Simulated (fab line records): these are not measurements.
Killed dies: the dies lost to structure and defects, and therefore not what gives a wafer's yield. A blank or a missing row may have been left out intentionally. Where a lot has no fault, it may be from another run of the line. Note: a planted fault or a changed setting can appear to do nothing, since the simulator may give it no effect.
Matching of chambers + flow n5 finfet + N5_BEOL_M0_SAQP_STRIP_75 on rie diel-04: 4 sister chambers
The step strips in CF4. 24 wafers are shown with their chamber, then 12 later ones without.

== WAFERS PAIRED WITH THEIR CHAMBERS ==
| wafer  | chamber | showerhead plenum p Torr (Torr) | throttle valve pct (%) | rf vpp V (V) |
|--------|---------|---------------------------------|------------------------|--------------|
| L074.1 | 2       | 1.87                            | 13.9                   | 274.6        |
| L074.2 | 3       | 1.85                            | 13.5                   | 272.8        |
| L074.3 | 0       | 1.78                            | 13.8                   | 273.4        |
| L074.4 | 1       | 1.86                            | 13.4                   | 272.5        |
| L074.5 | 1       | 1.86                            | 13.4                   | 272.7        |
| L074.6 | 0       | 1.78                            | 13.8                   | 272.0        |
| L078.1 | 1       | 1.86                            | 13.4                   | 272.4        |
| L078.2 | 2       | 1.86                            | 13.9                   | 272.3        |
| L078.6 | 2       | 1.86                            | 13.9                   | 272.7        |
| L079.1 | 0       | 1.78                            | 13.9                   | 271.4        |
| L079.3 | 2       | 1.86                            | 13.9                   | 271.6        |
| L079.5 | 3       | 1.84                            | 13.5                   | 273.5        |
| L083.3 | 3       | 1.84                            | 13.6                   | 273.6        |
| L083.4 | 2       | 1.86                            | 13.9                   | 272.0        |
| L083.5 | 2       | 1.86                            | 13.9                   | 273.4        |
| L084.1 | 2       | 1.86                            | 13.9                   | 272.1        |
| L084.2 | 0       | 1.78                            | 13.9                   | 270.4        |
| L084.5 | 1       | 1.86                            | 13.4                   | 272.1        |
| L088.1 | 1       | 1.85                            | 13.4                   | 273.7        |
| L088.5 | 0       | 1.77                            | 13.9                   | 270.7        |
| L088.6 | 1       | 1.85                            | 13.4                   | 271.8        |
| L090.1 | 0       | 1.77                            | 13.9                   | 273.2        |
| L090.2 | 1       | 1.85                            | 13.4                   | 272.4        |
| L090.6 | 3       | 1.84                            | 13.0                   | 273.3        |

SIGNATURES (means of the wafers above)
| reading                  | chamber 0 | chamber 1 | chamber 2 | chamber 3 | scatter within a chamber |
|--------------------------|-----------|-----------|-----------|-----------|--------------------------|
| showerhead plenum p Torr | 1.7767    | 1.8557    | 1.8614    | 1.8425    | 0.00482                  |
| throttle valve pct       | 13.867    | 13.400    | 13.900    | 13.400    | 0.108                    |
| rf vpp V                 | 271.850   | 272.514   | 272.671   | 273.300   | 0.914                    |
Rule: for each reading, subtract the chamber's mean from the wafer's reading, divide by that reading's scatter and square the result; add these up over the readings and take the root, which gives the wafer's distance from the chamber. The wafer belongs to the nearest chamber; if the next one is less than 2 further off, it can't be placed. How the scatter is found: for the shown wafers, subtract from each reading the mean of its chamber, square and add these, divide the total by (wafers less chambers), then take the root.

== WAFERS WITH NO CHAMBER GIVEN ==
| wafer  | showerhead plenum p Torr (Torr) | throttle valve pct (%) | rf vpp V (V) |
|--------|---------------------------------|------------------------|--------------|
| L091.4 | 1.86                            | 13.9                   | 272.6        |
| L091.5 | 1.86                            | 13.9                   | 272.5        |
| L091.6 | 1.84                            | 13.0                   | 272.8        |
| L092.1 | 1.77                            | 13.9                   | 270.5        |
| L092.2 | 1.84                            | 13.0                   | 272.5        |
| L092.4 | 1.85                            | 13.5                   | 271.7        |
| L096.1 | 1.77                            | 13.9                   | 271.4        |
| L096.4 | 1.85                            | 14.0                   | 273.2        |
| L096.5 | 1.77                            | 13.9                   | 269.2        |
| L097.1 | 1.84                            | 13.0                   | 272.3        |
| L097.4 | 1.85                            | 13.9                   | 272.6        |
| L097.6 | 1.85                            | 14.0                   | 271.7        |

== THE CHAMBER EACH PASSED THROUGH ==
| wafer  | from the rows above     | in truth |
|--------|-------------------------|----------|
| L091.4 | 2                       | 2        |
| L091.5 | 2                       | 2        |
| L091.6 | can't be placed: 3 or 1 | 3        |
| L092.1 | 0                       | 0        |
| L092.2 | can't be placed: 3 or 1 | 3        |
| L092.4 | can't be placed: 1 or 3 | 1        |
| L096.1 | 0                       | 0        |
| L096.4 | 2                       | 2        |
| L096.5 | 0                       | 0        |
| L097.1 | can't be placed: 3 or 1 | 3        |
| L097.4 | 2                       | 2        |
| L097.6 | 2                       | 2        |
Placed correctly: 8 of 12. Not placeable from these rows: 4 (in 4, the candidates include the true chamber). Number placed wrongly: 0.
